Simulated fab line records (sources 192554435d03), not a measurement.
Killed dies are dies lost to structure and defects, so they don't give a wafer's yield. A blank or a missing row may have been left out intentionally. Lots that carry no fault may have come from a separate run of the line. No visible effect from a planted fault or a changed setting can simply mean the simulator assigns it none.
Which of the tools did it?	flow n5 finfet	38 wafers from 14 lots sampled at 3 of the route's 1938 steps

WHAT THE GAUGES SHOWED, per wafer
N5_PASSIVATION_CD_MEAS_30 targets a cd of 4000 nm. Usual: cd nm 3999.5 nm, standard deviation 1.8.
lot	measured	on	cd nm (nm)	flag
L550	day 12 22:13	cd sem-02	3998.0 3997.6 3999.2	
L549	day 13 11:02	cd sem-01	3997.3 4000.4 3998.0	
L553	day 14 03:01	cd sem-02	3999.4 3996.1	
L551	day 13 14:34	cd sem-01	4000.2 3998.5	
L552	day 14 06:46	cd sem-02	3998.6 4002.7	
L554	day 14 21:58	cd sem-02	4000.4 4001.6 4001.6	
L560	day 17 01:36	cd sem-01	3999.2 3998.0	
L563	day 17 03:03	cd sem-01	4002.0 3999.7 4001.8	
L564	day 17 13:20	cd sem-01	4000.1 4002.9 3998.1	
L568	day 17 20:19	cd sem-02	3999.2 3999.6 4000.3	
L565	day 18 07:34	cd sem-02	3996.9 3995.9 3997.5	
L570	day 18 22:23	cd sem-01	3996.4 3998.5 3997.7	
L571	day 19 07:38	cd sem-02	3998.9 3999.2 3998.9	
L572	day 20 03:47	cd sem-03	3997.9 3997.5 3998.1	

N5_PASSIVATION_OVL_MEAS_66. Usual: PASS_OPEN_OVL gives 0 nm (standard deviation 5.4).
lot	measured	on	PASS_OPEN_OVL (nm)	flag
L550	day 13 00:09	overlay-01	5 8 6	
L549	day 13 13:26	overlay-01	-6 -5 -6	
L553	day 14 05:04	overlay-02	5 5	
L551	day 13 16:33	overlay-01	5 -4	
L552	day 14 08:43	overlay-02	-4 -2	
L554	day 15 00:09	overlay-01	2 -3 -2	
L560	day 17 03:29	overlay-01	9 11	
L563	day 17 04:56	overlay-02	10 5 5	
L564	day 17 15:14	overlay-01	-5 -8 7	
L568	day 17 22:12	overlay-02	-3 6 -4	
L565	day 18 09:19	overlay-01	-4 16 -1	
L570	day 19 00:52	overlay-01	-4 -5 5	
L571	day 19 09:49	overlay-01	0 0 4	
L572	day 20 05:50	overlay-02	2 1 2	

WHICH TOOL RAN EACH LOT (tool, then ch and the chambers of the sampled wafers, then the start)
lot	N5_BEOL_M4_STRIP_36
L550	rie diel-01 ch 1,2,3, day 8 12:46
L549	rie diel-04 ch 1,3, day 8 12:59
L553	rie diel-01 ch 1, day 8 19:47
L551	rie diel-04 ch 2,3, day 9 06:38
L552	rie diel-01 ch 1,2, day 9 11:44
L554	rie diel-03 ch 1,2, day 9 12:37
L560	rie diel-04 ch 0,3, day 12 06:31
L563	rie diel-01 ch 1,2, day 12 14:14
L564	rie diel-03 ch 0,1,3, day 13 00:19
L568	rie diel-01 ch 0,1,3, day 13 05:48
L565	rie diel-03 ch 1,2, day 13 05:50
L570	rie diel-04 ch 0,3, day 13 15:09
L571	rie diel-01 ch 0,3, day 14 16:57
L572	rie diel-01 ch 0,1,3, day 15 05:37
- N5_BEOL_M4_STRIP_36: strips in N2/H2.

WHAT THE TOOLS THEMSELVES READ (means of the sampled wafers that have a number; where no wafer has one, the mark that the record gives instead)
N5_BEOL_M4_STRIP_36. Usual: drypump motor current A 5.5 A, standard deviation 0.41; oes product au 0.84 a.u., standard deviation 0.072; rf vpp V 59.0 V, standard deviation 1.5; showerhead plenum p Torr 2.55 Torr, standard deviation 0.098; throttle valve pct 23.56 %, standard deviation 0.28.
lot	tool	drypump motor current A (A)	oes product au (a.u.)	rf vpp V (V)	showerhead plenum p Torr (Torr)	throttle valve pct (%)	flag
L550	rie diel-01	5.4	0.85	58.0	2.52	23.48	
L549	rie diel-04	6.1	0.92	58.4	2.63	23.89	
L553	rie diel-01	5.2	0.94	61.5	2.61	23.43	
L551	rie diel-04	5.7	0.86	58.8	2.63	23.50	
L552	rie diel-01	5.7	0.79	59.2	2.50	23.63	
L554	rie diel-03	5.4	0.84	59.7	2.60	23.40	
L560	rie diel-04	5.5	0.89	58.7	2.58	23.54	
L563	rie diel-01	5.5	0.89	59.4	2.63	23.59	
L564	rie diel-03	5.4	0.78	59.6	2.59	23.41	
L568	rie diel-01	5.2	0.84	59.4	2.54	23.46	
L565	rie diel-03	5.5	0.76	59.1	2.51	23.63	
L570	rie diel-04	5.6	0.86	58.9	2.61	23.67	
L571	rie diel-01	5.1	0.83	59.3	2.52	23.41	
L572	rie diel-01	5.2	0.82	58.8	2.53	23.51	

THE ANSWER, worked out from the rows above alone
Rule: lot off if the mean of its wafers having a number is beyond 3 standard deviations from the usual mean. Also off: a lot with no number at a reading for which 4 or more lots have one. Where the step has rows for the other lots, those lots are counted as sound. First the gauges in route order, then the tools' own readings, where a lot's mean is used as printed above. At the first step where some lot is off, the reading lying furthest off is the one used; lots without a number count as furthest.
Across all readings shown, no lot is off: no conclusion can be drawn from this.

WHAT HAD BEEN PUT IN BY THE SIMULATOR
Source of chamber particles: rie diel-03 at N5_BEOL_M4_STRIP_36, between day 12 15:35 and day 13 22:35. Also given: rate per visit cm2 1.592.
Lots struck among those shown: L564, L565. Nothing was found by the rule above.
